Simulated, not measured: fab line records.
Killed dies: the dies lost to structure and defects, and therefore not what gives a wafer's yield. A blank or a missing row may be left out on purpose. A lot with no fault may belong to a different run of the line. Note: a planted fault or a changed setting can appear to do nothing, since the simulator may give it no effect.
Split-lot study ; flow n5Finfet ; on a route of 1938 steps: 7 lots, 39 wafers read

## ABOUT THE SPLIT
At N5_BEOL_M7_ILD_DEP_00 (deposits SiCOH lowk from DEMS/porogen, target thk 179.75 nm, time 33.4 s), the setting targetThkA was moved away from the recipe's 1797.5 angstrom on 15 of the 39 wafers read, by -34.0% to +15.9%. The other wafers ran this setting at the recipe's value.

## THE PATH FROM SPLIT TO READING: the file shows 1 step between them
- N5_BEOL_M7_CURE_74: cures SiCOH lowk, time 240 s

## THE READING
M7_ILD_THK (nm), taken at N5_BEOL_M7_THK_MEAS_01. Typical for fault-free wafers on this fab line: 155.2 nm, with standard deviation 2 nm.

wafer;tool, chamber at the split;targetThkA as run, angstrom;against the recipe;M7_ILD_THK, nm;against lot-mates on the recipe
L077.1;pecvd-04, 2;1797.5;recipe;151.1;-
L077.2;pecvd-04, 0;1797.5;recipe;151.1;-
L077.3;pecvd-04, 1;1797.5;recipe;155.1;-
L077.4;pecvd-04, 1;2084;+15.9%;181.9;+29.5
L077.5;pecvd-04, 0;2084;+15.9%;178.6;+26.2
L077.6;pecvd-04, 2;2084;+15.9%;178.5;+26.1
L079.1;pecvd-03, 1;1521;-15.4%;131.2;-23.5
L079.2;pecvd-03, 2;1797.5;recipe;152.2;-
L079.3;pecvd-03, 0;1521;-15.4%;132.4;-22.3
L079.4;pecvd-03, 1;1521;-15.4%;132.3;-22.4
L079.5;pecvd-03, 2;1797.5;recipe;155.2;-
L079.6;pecvd-03, 0;1797.5;recipe;156.6;-
L086.1;pecvd-04, 0;1797.5;recipe;154.5;-
L086.2;pecvd-04, 1;1797.5;recipe;155.4;-
L086.3;pecvd-04, 1;1797.5;recipe;160.7;-
L086.4;pecvd-04, 0;1797.5;recipe;157.8;-
L086.5;pecvd-04, 1;1797.5;recipe;160.2;-
L086.6;pecvd-04, 0;1797.5;recipe;156.2;-
L087.3;pecvd-03, 1;1797.5;recipe;154.3;-
L087.4;pecvd-03, 2;1797.5;recipe;154.2;-
L087.6;pecvd-03, 1;1797.5;recipe;157.3;-
L092.1;pecvd-02, 2;1519;-15.5%;129.7;-24.0
L092.2;pecvd-02, 0;1519;-15.5%;127.8;-25.9
L092.3;pecvd-02, 1;1797.5;recipe;152.6;-
L092.4;pecvd-02, 1;1519;-15.5%;130.7;-23.0
L092.5;pecvd-02, 0;1797.5;recipe;152.7;-
L092.6;pecvd-02, 2;1797.5;recipe;155.7;-
L093.1;pecvd-02, 1;1186;-34.0%;102.8;-54.3
L093.2;pecvd-02, 0;1186;-34.0%;101.9;-55.2
L093.3;pecvd-02, 2;1797.5;recipe;154.7;-
L093.4;pecvd-02, 2;1797.5;recipe;159.4;-
L093.5;pecvd-02, 0;1186;-34.0%;101.5;-55.6
L093.6;pecvd-02, 1;1797.5;recipe;157.1;-
L097.1;pecvd-04, 0;1242;-30.9%;108.1;-47.7
L097.2;pecvd-04, 2;1242;-30.9%;105.8;-50.0
L097.3;pecvd-04, 1;1797.5;recipe;155.1;-
L097.4;pecvd-04, 0;1797.5;recipe;158.0;-
L097.5;pecvd-04, 1;1242;-30.9%;109.9;-45.9
L097.6;pecvd-04, 2;1797.5;recipe;154.3;-

FIT RESULTS
A straight line over all 39 wafers: M7_ILD_THK changes by +1.56 nm for each +1% of targetThkA; r = +0.99; the points scatter about the line by 2.3 nm.
The same after taking each lot's own level away (the mean of its wafers on the recipe; 39 wafers): +1.6 nm for each +1%; r = +1.00; scatter 1.9 nm.
On that fit, the largest move of targetThkA shifts the reading by 54 nm.
From 152.43 to 157.47 nm: that is the span of the lots' own levels, equal to 2.5 times the standard deviation above.
The two slopes agree, so the slope changes little with the lot-to-lot level.
Check: for one of the wafers moved furthest among these (-34.0%), held out of the fit, the line's prediction against its lot-mates is -53.9 nm. Against them it came out at -54.3 nm.

## THESE WAFERS: OTHER SPLITS
Note: prior to the reading, these wafers also went through further splits. Each is held against what the fit with the lots' levels taken away leaves over:
other split on the same wafers;wafers away from the commonest value;r with M7_ILD_THK (lot level and that fit taken away)
N5_BEOL_M2_ILD_DEP_00 targetThkA;12;-0.08
N5_BEOL_M3_ILD_DEP_00 timeS;12;+0.05

## THE WHOLE CHAIN: every reading that the file lists as answering this split, in the file's order
step;what it does;reading;change (the file's fit);r (the file's)
N5_BEOL_M7_ILD_DEP_00;deposits SiCOH lowk from DEMS/porogen, target thk 179.75 nm, time 33.4 s;SiCOH_lowk_of_BEOL_M7_ILD_DEP_00.thkNm (the simulator's own value, which no gauge read);+1.83 nm for each +1% of the setting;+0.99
N5_BEOL_M7_CURE_74;cures SiCOH lowk, time 240 s;SiCOH_lowk_of_BEOL_M7_ILD_DEP_00.thkNm (the simulator's own value, which no gauge read);+1.59 nm for each +1% of the setting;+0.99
N5_BEOL_M7_THK_MEAS_01;;M7_ILD_THK;+1.59 for each +1% of the setting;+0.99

## THE FILE'S OWN FIT
M7_ILD_THK changes by +1.59 nm for each +1% of targetThkA, r = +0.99.
